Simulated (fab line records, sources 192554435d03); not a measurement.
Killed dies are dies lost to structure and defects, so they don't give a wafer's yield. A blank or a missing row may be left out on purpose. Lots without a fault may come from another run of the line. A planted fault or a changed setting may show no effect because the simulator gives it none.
A struck lot beside a sound one | flow n5_finfet | 36 steps out of a route of 1938
Sound: wafers L256.1, L256.3, L256.6. Struck: wafers L250.2, L250.3, L250.6. The cause comes at the end.
At each step with rows: each side's tool, then ch and its chambers, then its first start. Under that, the readings that differ: sound wafers | struck wafers | difference of the means | sigmas: that difference in standard deviations of wafers without a fault.
alike: readings whose means differ by less than 2 such deviations, and words and numbers that are the same on both sides. not compared: withheld readings, readings that some wafer has no value for, bounds like >300 that may hide the same value, and numbers for which the record gives no deviation and whose values overlap.
The two part at a step that has a row with sigmas, a row that says differs or no value, or rows on one side only. Numbers that don't overlap but have no deviation are shown without sigmas and don't part them. A reading that every wafer of one side lacks parts them only if that side has two wafers or more.

first, 8 steps without rows for these wafers: N5_MOL_CONTACT_COAG_PRECLEAN_138 (cleans in alkaline clean, time 60 s); N5_MOL_CONTACT_COAG_SRD_139 (time 30 s); N5_MOL_CONTACT_COAG_PRE_CLEAN_121; N5_MOL_CONTACT_COAG_CVD_140 (deposits W, target thk 66.5 nm, time 215 s); N5_MOL_CONTACT_COAG_PRECLEAN_127 (cleans in DIW, time 57.5 s); N5_MOL_CONTACT_COAG_SRD_128 (dry time 32 s); N5_MOL_CONTACT_COAG_CMP_52 (polishes, stops on SiO2, t overpolish 1.5 s, target thk 66.5 nm); N5_MOL_CONTACT_COAG_ANNEAL_112 (time 1800 s).
N5_BEOL_M0_SAQP_PECVD_00: deposits SiCN from 3MS/NH3, target thk 8 nm, time 14 s.
  sound on pecvd-01 ch 0,1,2, day 10 04:08; struck on pecvd-04 ch 0,1, day 8 16:14
  reading                                         | sound             | struck      | difference                    | sigmas
  rf_fwd_power_W (W)                              | 199.4 198.4 198.6 | - - -       | no value on the struck wafers |
  model.SiCN_of_BEOL_M0_SAQP_PECVD_00.thk_nm (nm) | 8.2 8 8           | 7.4 7.6 7.6 | -0.5                          |
  alike: showerhead_plenum_p_Torr, throttle_valve_pct
then, 25 steps without rows for these wafers: N5_BEOL_M0_SAQP_ILD_DEP_01 (deposits SiOC from DEMS/O2, target thk 45.419 nm, time 8.7 s); N5_BEOL_M0_SAQP_HM_DEP_02 (deposits TiN, target thk 12 nm); N5_BEOL_M0_SAQP_PECVD_03 (deposits SiCN from 3MS/NH3, target thk 12 nm, time 21.1 s); N5_BEOL_M0_SAQP_PECVD_96 (deposits a-Si from SiH4/He, target thk 45 nm, time 45.2 s); N5_BEOL_M0_SAQP_PECVD_97 (deposits SiNx from SiH4/NH3/N2, target thk 23 nm, time 19.9 s); N5_BEOL_M0_SAQP_PECVD_04 (deposits a-Si from SiH4/He, target thk 60 nm, time 60.2 s); N5_BEOL_M0_SAQP_HM_DEP_111 (deposits SiO2 from SiH4/N2O, target thk 12 nm, time 7.2 s); N5_BEOL_M0_SAQP_COAT_81 (time 60 s, resist thk 100 nm); N5_BEOL_M0_SAQP_COAT_82 (time 60 s, resist thk 30 nm); N5_BEOL_M0_SAQP_COAT_08 (resist thk 90 nm); N5_BEOL_M0_SAQP_EBR_10; N5_BEOL_M0_SAQP_SOFTBAKE_09 (time 60 s); N5_BEOL_M0_SAQP_EXPOSE_11 (exposes mask M0 CORE, target cd 42 nm); N5_BEOL_M0_SAQP_PEB_12 (peb time 60 s); N5_BEOL_M0_SAQP_DEVELOP_13 (develop time 30 s); N5_BEOL_M0_SAQP_DESCUM_19 (chemistry O2, time 7.9 s); N5_BEOL_M0_SAQP_ETCH_83 (etches SiARC in CF4, target depth 39 nm, time 65 s); N5_BEOL_M0_SAQP_ETCH_84 (etches SOC in N2/H2, target depth 100 nm, overetch 20 nm, time 150 s); N5_BEOL_M0_SAQP_STRIP_80 (strips in N2/H2); N5_BEOL_M0_SAQP_HM_OPEN_112 (chemistry CHF3/O2, target SiO2, stops on a-Si, target depth 12 nm, time 13.5 s); N5_BEOL_M0_SAQP_STRIP_113 (strips in CHF3/O2); N5_BEOL_M0_SAQP_MANDREL_ETCH_20 (etches a-Si in HBr/Cl2, stops on SiNx, target depth 60 nm, bt time 10 s, time 30 s); N5_BEOL_M0_SAQP_STRIP_86 (strips in N2/H2); N5_BEOL_M0_SAQP_STRIP_115 (strips in post etch residue remover, time 60 s); N5_BEOL_M0_SAQP_SRD_93 (time 30 s).
N5_BEOL_M0_ETCH_109: etches SiCN in CH3F/O2, target depth 8 nm, overetch 2.4 nm, time 27.4 s.
  sound on rie_diel-02 ch 0,2, day 10 13:20; struck on rie_diel-01 ch 0,1, day 9 07:49
  reading                  | sound             | struck            | difference | sigmas
  model.etch.depth_nm (nm) | 8.125 8.022 8.088 | 7.493 7.651 7.547 | -0.515     |
  alike: drypump_motor_current_A, oes_product_au, rf_fwd_power_W, rf_vpp_V, showerhead_plenum_p_Torr, throttle_valve_pct
  not compared: rf_hours_counter_h
-- the record jumps here: 3 days lie between the struck wafers' starts before and after (it left off in module BEOL_M0 and takes up again in module BEOL_M4, whose first step shown is number 1111 of the route) --
N5_BEOL_M4_RC_MEAS_101:
  sound on prober-01 ch 0, day 12 20:19; struck on prober-01 ch 0, day 12 00:03
  alike: DIBL_N, DIBL_P, IOFF_N, IOFF_P, ION_N, ION_P, SS_N, SS_P, VT_N, VT_P

WHERE THEY PART
Only at N5_BEOL_M0_SAQP_PECVD_00, within this record. Later steps at which nothing parts them and some readings are alike: N5_BEOL_M0_ETCH_109, N5_BEOL_M4_RC_MEAS_101.

WHY: what the simulator had put in
Process parameter drift: pecvd-04, from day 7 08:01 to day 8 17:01, at N5_BEOL_M0_SAQP_PECVD_00. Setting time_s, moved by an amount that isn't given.
